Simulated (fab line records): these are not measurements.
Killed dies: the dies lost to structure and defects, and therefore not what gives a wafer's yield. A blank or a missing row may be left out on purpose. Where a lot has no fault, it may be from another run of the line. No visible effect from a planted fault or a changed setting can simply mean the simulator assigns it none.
The tool behind it: which one?	flow n5_finfet	33 wafers from 11 lots sampled at 3 of the route's 1938 steps

## WHAT THE GAUGES SHOWED, per wafer
N5_PASSIVATION_OVL_MEAS_66.
lot	measured	on	PASS_OPEN_OVL (nm)
L666	day 12 21:34	overlay-02	-9 -5 6
L667	day 13 09:17	overlay-02	-5 -11 3
L665	day 13 10:48	overlay-01	-5 -11 -10
L664	day 14 16:40	overlay-01	4 8 6
L669	day 14 01:28	overlay-02	7 5 8
L672	day 14 17:50	overlay-01	3 7 4
L681	day 17 07:04	overlay-02	9 6 7
L683	day 18 05:05	overlay-02	3 -5 1
L684	day 18 17:32	overlay-01	-8 -2 -11
L685	day 18 17:22	overlay-01	-10 1 -6
L687	day 18 21:32	overlay-02	6 4 -1

## WHICH TOOL RAN EACH LOT (tool, then ch and the chambers of the sampled wafers, then the start)
lot	N5_BEOL_M6_ECD_50	N5_MIM_BOT_ETCH_ETCH_03
L666	ecd_cu-02 ch 0,1, day 9 15:33	rie_metal-01 ch 0,1, day 12 15:37
L667	ecd_cu-02 ch 1, day 9 19:57	rie_metal-02 ch 0,1, day 12 23:59
L665	ecd_cu-01 ch 0, day 9 23:25	rie_metal-03 ch 0,1, day 13 03:53
L664	ecd_cu-01 ch 0,1, day 10 20:46	rie_metal-03 ch 0,1, day 14 11:34
L669	ecd_cu-02 ch 0,1, day 10 20:52	rie_metal-01 ch 0,1, day 13 20:12
L672	ecd_cu-02 ch 0,1, day 11 06:31	rie_metal-01 ch 0,1, day 14 11:41
L681	ecd_cu-01 ch 0,1, day 13 21:49	rie_metal-01 ch 0,1, day 17 01:09
L683	ecd_cu-02 ch 0,1, day 14 15:05	rie_metal-03 ch 0,1, day 17 23:21
L684	ecd_cu-02 ch 0,1, day 15 01:31	rie_metal-01 ch 0,1, day 18 10:25
L685	ecd_cu-02 ch 0,1, day 15 04:23	rie_metal-02 ch 0,1, day 18 10:43
L687	ecd_cu-02 ch 0,1, day 15 11:15	rie_metal-03 ch 0,1, day 18 16:57
- N5_BEOL_M6_ECD_50: material Cu, target thk 300 nm.
- N5_MIM_BOT_ETCH_ETCH_03: etches the open film in Cl2/BCl3, target depth 12 nm.

## THE ANSWER, worked out from the rows above alone
Rule: the lots themselves supply what counts as usual. The widest of any qualifying gaps counts: lots, ordered by their means at a reading, are off when they make up no more than a third of the lots, leave a main group of 4 or more, and stand apart from it by 3 or more times the standard deviation of that group's means. A main group whose means are all the same, to the digits that the tables above print for the reading, isn't used. A lot without any number at a reading at which 4 lots or more have one is off too. The other lots that the step has rows for count as sound.
No lot is off on any of the readings shown, so nothing can be concluded from this.

## WHAT THE SIMULATOR PUT IN
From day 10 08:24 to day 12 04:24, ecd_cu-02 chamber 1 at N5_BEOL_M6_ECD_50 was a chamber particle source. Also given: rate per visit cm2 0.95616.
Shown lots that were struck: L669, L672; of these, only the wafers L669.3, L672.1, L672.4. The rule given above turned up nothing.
